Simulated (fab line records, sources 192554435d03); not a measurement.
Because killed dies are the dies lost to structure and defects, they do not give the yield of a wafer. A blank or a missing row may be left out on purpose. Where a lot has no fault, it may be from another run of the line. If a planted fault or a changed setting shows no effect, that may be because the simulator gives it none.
Chamber matching :: flow n5 finfet :: N5_BEOL_M8_CURE_75 on uv cure-03 has 3 sister chambers
The step cures SiCOH lowk, time 120 s. 6 wafers are shown with their chamber, then 11 later ones without.

== WAFERS PAIRED WITH THEIR CHAMBERS ==
wafer: L080.5
chamber: 2
wafer_temp_C_max: 372.1
lamp power pct (%): 52.38

wafer: L080.6
chamber: 2
wafer_temp_C_max: 371.5
lamp power pct (%): 52.34

wafer: L083.5
chamber: 0
wafer_temp_C_max: 371.2
lamp power pct (%): 52.31

wafer: L083.6
chamber: 0
wafer_temp_C_max: 371.5
lamp power pct (%): 52.29

wafer: L087.5
chamber: 1
wafer_temp_C_max: 372.4
lamp power pct (%): 52.29

wafer: L089.1
chamber: 1
wafer_temp_C_max: 372.5
lamp power pct (%): 52.28

== WAFERS MISSING THEIR CHAMBER ==
wafer: L089.2
wafer_temp_C_max: 371.8
lamp power pct (%): 52.34

wafer: L089.4
wafer_temp_C_max: 371.6
lamp power pct (%): 52.33

wafer: L093.1
wafer_temp_C_max: 371.5
lamp power pct (%): 52.40

wafer: L093.4
wafer_temp_C_max: 371.6
lamp power pct (%): 52.23

wafer: L093.6
wafer_temp_C_max: 371.1
lamp power pct (%): 52.28

wafer: L094.1
wafer_temp_C_max: 371.5
lamp power pct (%): 52.39

wafer: L094.2
wafer_temp_C_max: 371.2
lamp power pct (%): 52.30

wafer: L094.3
wafer_temp_C_max: 371.2
lamp power pct (%): 52.24

wafer: L096.1
wafer_temp_C_max: 371.6
lamp power pct (%): 52.28

wafer: L096.3
wafer_temp_C_max: 371.4
lamp power pct (%): 52.31

wafer: L096.4
wafer_temp_C_max: 371.1
lamp power pct (%): 52.27

== WHICH CHAMBER EACH ONE RAN IN ==
wafer: L089.2
from the rows above: can't be placed: 2 or 0
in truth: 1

wafer: L089.4
from the rows above: can't be placed: 2 or 0
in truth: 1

wafer: L093.1
from the rows above: 2
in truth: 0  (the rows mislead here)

wafer: L093.4
from the rows above: can't be placed: 0 or 1
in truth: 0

wafer: L093.6
from the rows above: 0
in truth: 0

wafer: L094.1
from the rows above: 2
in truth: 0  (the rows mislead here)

wafer: L094.2
from the rows above: 0
in truth: 0

wafer: L094.3
from the rows above: can't be placed: 0 or 1
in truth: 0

wafer: L096.1
from the rows above: can't be placed: 0 or 1
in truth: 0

wafer: L096.3
from the rows above: 0
in truth: 0

wafer: L096.4
from the rows above: 0
in truth: 0
4 of 11 placed correctly. These rows do not allow placing 5 (true chamber among the candidates in 3). Wrongly placed: 2.
How it was worked out, from the rows above alone: a wafer's distance from a chamber is the root of the sum, over the readings, of the square of ((its reading less the chamber's mean) divided by the reading's scatter). If the next closest chamber is less than 2 further off than the closest, the wafer can't be placed; otherwise it belongs to the closest. A chamber's mean is the mean of its shown wafers. The scatter is the square root of a quotient: the sum, over the shown wafers, of each reading's squared deviation from its chamber's mean, divided by wafers minus chambers.
